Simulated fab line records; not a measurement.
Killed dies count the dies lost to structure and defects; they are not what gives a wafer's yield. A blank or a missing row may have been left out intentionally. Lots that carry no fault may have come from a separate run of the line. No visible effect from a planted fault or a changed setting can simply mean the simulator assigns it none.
Which tool is to blame? -- flow nand-harc -- Sampling: 24 lots, 72 wafers, 4 of 1302 route steps

WHAT EACH GAUGE READ, for each wafer
NHARC_P_GATE_CD_MEAS_59 targets a cd of 720 nm. Usual: cd-nm at 719.1 nm, with a standard deviation of 1.8.
lot,measured,on,cd-nm (nm),flag
L074,day 5 10:07,cd-sem-01,718.8 717.4 721.4,
L075,day 6 02:02,cd-sem-01,719.4 716.8 716.7,
L076,day 6 06:05,cd-sem-01,717.2 718.9 717.9,
L077,day 6 20:12,cd-sem-02,719.6 718.7 719.0,
L078,day 7 05:47,cd-sem-03,718.5 721.0 717.3,
L079,day 7 23:40,cd-sem-03,718.6 717.7 719.9,
L080,day 8 02:56,cd-sem-03,718.2 719.4 720.7,
L081,day 8 20:36,cd-sem-01,715.4 717.1 718.1,
L082,day 8 20:57,cd-sem-03,719.1 718.9 716.3,
L083,day 9 03:37,cd-sem-02,721.7 724.7 721.2,
L084,day 9 20:38,cd-sem-02,717.1 717.9 718.5,
L085,day 10 03:07,cd-sem-03,721.3 719.4 721.4,
L086,day 10 10:11,cd-sem-01,720.6 715.9 718.1,
L087,day 11 15:23,cd-sem-03,719.6 720.3 722.9,
L088,day 11 18:13,cd-sem-02,717.4 716.7 718.1,
L089,day 11 16:32,cd-sem-02,719.6 719.1 720.0,
L090,day 12 13:22,cd-sem-03,720.3 720.3 720.3,
L091,day 12 15:02,cd-sem-01,721.9 723.5 723.8,
L092,day 13 07:22,cd-sem-03,718.7 716.9 718.9,
L093,day 13 12:25,cd-sem-01,717.6 718.6 718.8,
L094,day 13 22:56,cd-sem-01,719.5 719.8 722.0,
L095,day 14 07:01,cd-sem-03,717.3 718.8 717.5,
L096,day 14 17:04,cd-sem-02,718.3 718.0 718.4,
L097,day 15 05:28,cd-sem-02,723.2 721.4 719.7,

EACH LOT AND THE TOOL THAT RAN IT (in order: tool; ch and the chambers of the sampled wafers; start)
lot,NHARC_P_ZERO_WELL_RTA_42,NHARC_P_GATE_ETCH_32,NHARC_P_GATE_STRIP_111
L074,"rtp-anneal-02 ch 0, day 2 02:55","rie-si-03 ch 0,1, day 4 21:04","plasma-asher-02 ch 0,1, day 5 08:56"
L075,"rtp-anneal-02 ch 0, day 2 13:09","rie-si-03 ch 0,1,3, day 5 12:59","plasma-asher-01 ch 0,1, day 6 00:48"
L076,"rtp-anneal-01 ch 0, day 2 22:59","rie-si-03 ch 0,1,2, day 5 16:58","plasma-asher-02 ch 0, day 6 04:51"
L077,"rtp-anneal-02 ch 0, day 3 08:51","rie-si-03 ch 1,3, day 6 07:18","plasma-asher-01 ch 0,1, day 6 19:08"
L078,"rtp-anneal-02 ch 0, day 3 18:47","rie-si-06 ch 0,2,3, day 6 16:47","plasma-asher-01 ch 0,1, day 7 04:34"
L079,"rtp-anneal-01 ch 0, day 4 05:06","rie-si-05 ch 0,2,3, day 7 10:25","plasma-asher-02 ch 1, day 7 22:26"
L080,"rtp-anneal-01 ch 0, day 4 14:58","rie-si-05 ch 2,3, day 7 13:54","plasma-asher-02 ch 0,1, day 8 01:45"
L081,"rtp-anneal-01 ch 0, day 5 04:50","rie-si-06 ch 0,2, day 8 07:32","plasma-asher-02 ch 0,1, day 8 19:29"
L082,"rtp-anneal-02 ch 0, day 5 10:54","rie-si-06 ch 2,3, day 8 07:56","plasma-asher-01 ch 0,1, day 8 19:44"
L083,"rtp-anneal-01 ch 0, day 5 20:53","rie-si-03 ch 0,1,2, day 8 14:40","plasma-asher-01 ch 0,1, day 9 02:23"
L084,"rtp-anneal-01 ch 0, day 6 07:14","rie-si-06 ch 2,3, day 9 07:50","plasma-asher-02 ch 0,1, day 9 19:37"
L085,"rtp-anneal-02 ch 0, day 6 17:22","rie-si-06 ch 0,1, day 9 13:55","plasma-asher-02 ch 0,1, day 10 01:53"
L086,"rtp-anneal-01 ch 0, day 7 02:57","rie-si-05 ch 0,3, day 9 21:10","plasma-asher-02 ch 1, day 10 08:58"
L087,"rtp-anneal-01 ch 0, day 7 13:22","rie-si-05 ch 2,3, day 11 02:42","plasma-asher-01 ch 0,1, day 11 14:26"
L088,"rtp-anneal-02 ch 0, day 7 23:00","rie-si-06 ch 0,2,3, day 11 03:02","plasma-asher-01 ch 0,1, day 11 17:02"
L089,"rtp-anneal-01 ch 0, day 8 09:04","rie-si-03 ch 1,2,3, day 11 03:23","plasma-asher-01 ch 0,1, day 11 15:19"
L090,"rtp-anneal-02 ch 0, day 8 19:13","rie-si-05 ch 0,1,3, day 12 00:23","plasma-asher-02 ch 0, day 12 12:09"
L091,"rtp-anneal-02 ch 0, day 9 05:19","rie-si-03 ch 1,2,3, day 12 01:56","plasma-asher-01 ch 0,1, day 12 13:49"
L092,"rtp-anneal-01 ch 0, day 9 15:19","rie-si-05 ch 0,1,3, day 12 18:26","plasma-asher-01 ch 0,1, day 13 06:08"
L093,"rtp-anneal-01 ch 0, day 10 00:50","rie-si-05 ch 0,1,3, day 12 23:43","plasma-asher-02 ch 0,1, day 13 11:19"
L094,"rtp-anneal-02 ch 0, day 10 11:02","rie-si-05 ch 0,1, day 13 09:58","plasma-asher-02 ch 0,1, day 13 21:52"
L095,"rtp-anneal-02 ch 0, day 10 22:58","rie-si-06 ch 2,3, day 13 17:58","plasma-asher-02 ch 0,1, day 14 05:50"
L096,"rtp-anneal-01 ch 0, day 11 07:04","rie-si-03 ch 0,1,2, day 14 02:04","plasma-asher-02 ch 0,1, day 14 16:01"
L097,"rtp-anneal-01 ch 0, day 11 17:05","rie-si-06 ch 0,1,3, day 14 16:34","plasma-asher-02 ch 0,1, day 15 04:24"
- NHARC_P_ZERO_WELL_RTA_42: time 300 s.
- NHARC_P_GATE_ETCH_32: etches the open film in HBr/Cl2, target depth 150 nm, time 100.1 s.
- NHARC_P_GATE_STRIP_111: strips in N2/H2, time 250 s.

AS READ BY THE TOOLS THEMSELVES (means over the sampled wafers that have a number; for cases with no such wafer, the mark the record gives instead)
NHARC_P_ZERO_WELL_RTA_42. Usual: lamp-power-pct 35.7 %, standard deviation 2.9; wafer_temp_C_max 1105.7, standard deviation 1.2.
lot,tool,lamp-power-pct (%),wafer_temp_C_max,flag
L074,rtp-anneal-02,38.9,1104.7,
L075,rtp-anneal-02,38.9,1105.1,
L076,rtp-anneal-01,32.9,1106.2,
L077,rtp-anneal-02,38.8,1104.2,
L078,rtp-anneal-02,38.9,1105.0,
L079,rtp-anneal-01,33.0,1105.1,
L080,rtp-anneal-01,32.9,1106.6,
L081,rtp-anneal-01,33.0,1106.5,
L082,rtp-anneal-02,38.9,1106.1,
L083,rtp-anneal-01,33.0,1106.5,
L084,rtp-anneal-01,33.0,1105.9,
L085,rtp-anneal-02,38.9,1105.0,
L086,rtp-anneal-01,33.0,1105.4,
L087,rtp-anneal-01,32.9,1107.4,
L088,rtp-anneal-02,38.8,1105.4,
L089,rtp-anneal-01,33.0,1107.6,
L090,rtp-anneal-02,38.8,1104.6,
L091,rtp-anneal-02,38.8,1105.0,
L092,rtp-anneal-01,33.0,1106.1,
L093,rtp-anneal-01,33.0,1107.5,
L094,rtp-anneal-02,38.9,1105.6,
L095,rtp-anneal-02,38.8,1104.2,
L096,rtp-anneal-01,32.9,1106.5,
L097,rtp-anneal-01,33.0,1105.8,

NHARC_P_GATE_ETCH_32. Usual: drypump-motor-current-A 5.7 A, standard deviation 0.33; hbr-flow-sccm 150.0 sccm, standard deviation 0.48; oes-product-au 1.003 a.u., standard deviation 0.011; throttle-valve-pct 26.405 %, standard deviation 0.009.
lot,tool,drypump-motor-current-A (A),hbr-flow-sccm (sccm),oes-product-au (a.u.),throttle-valve-pct (%),flag
L074,rie-si-03,5.8,149.9,1.005,26.402,
L075,rie-si-03,6.0,150.0,1.010,26.414,
L076,rie-si-03,5.7,149.7,1.013,26.408,
L077,rie-si-03,6.0,149.6,0.999,26.413,
L078,rie-si-06,5.3,149.9,1.000,26.393,
L079,rie-si-05,5.7,149.8,1.016,26.414,
L080,rie-si-05,5.8,150.2,1.019,26.401,
L081,rie-si-06,5.2,150.7,0.991,26.393,
L082,rie-si-06,5.4,149.6,1.007,26.402,
L083,rie-si-03,5.7,150.1,1.009,26.415,
L084,rie-si-06,5.3,149.8,1.001,26.399,
L085,rie-si-06,5.4,150.3,0.985,26.403,
L086,rie-si-05,5.8,150.2,1.003,26.415,
L087,rie-si-05,5.8,150.2,0.997,26.407,
L088,rie-si-06,5.3,150.5,1.001,26.408,
L089,rie-si-03,5.9,150.2,1.007,26.400,
L090,rie-si-05,5.9,150.3,0.998,26.408,
L091,rie-si-03,5.9,149.9,1.011,26.404,
L092,rie-si-05,5.9,150.5,1.006,26.411,
L093,rie-si-05,5.9,149.7,0.997,26.408,
L094,rie-si-05,5.9,150.2,0.999,26.403,
L095,rie-si-06,5.4,150.3,1.004,26.408,
L096,rie-si-03,5.7,149.8,1.011,26.407,
L097,rie-si-06,5.5,150.5,1.000,26.410,

NHARC_P_GATE_STRIP_111. Usual: drypump-motor-current-A 5.5 A, standard deviation 0.37; heater-power-w 87 W, standard deviation 3.5.
lot,tool,drypump-motor-current-A (A),heater-power-w (W),flag
L074,plasma-asher-02,5.6,88,
L075,plasma-asher-01,5.4,89,
L076,plasma-asher-02,5.3,91,
L077,plasma-asher-01,5.3,88,
L078,plasma-asher-01,5.4,87,
L079,plasma-asher-02,6.1,83,
L080,plasma-asher-02,5.6,90,
L081,plasma-asher-02,5.8,85,
L082,plasma-asher-01,5.4,87,
L083,plasma-asher-01,5.4,86,
L084,plasma-asher-02,5.8,86,
L085,plasma-asher-02,5.8,87,
L086,plasma-asher-02,6.1,83,
L087,plasma-asher-01,5.3,86,
L088,plasma-asher-01,5.3,87,
L089,plasma-asher-01,5.3,86,
L090,plasma-asher-02,5.3,90,
L091,plasma-asher-01,5.4,87,
L092,plasma-asher-01,5.3,86,
L093,plasma-asher-02,5.8,86,
L094,plasma-asher-02,5.5,88,
L095,plasma-asher-02,5.8,86,
L096,plasma-asher-02,5.8,89,
L097,plasma-asher-02,5.8,86,

THE ANSWER, worked out from the rows above alone
Rule: lot off if the mean of its wafers having a number is beyond 3 standard deviations from the usual mean. A lot without any number at a reading at which 4 lots or more have one is off too. The other lots that the step has rows for count as sound. The gauges are gone through in route order, then the tools' own readings, and for those a lot's mean is taken as printed above. The first step at which some lot is off is used, and at that step the reading that is off furthest; a lot without a number counts as furthest.
Across all readings shown, no lot is off: no conclusion can be drawn from this.

WHAT THE SIMULATOR PUT IN
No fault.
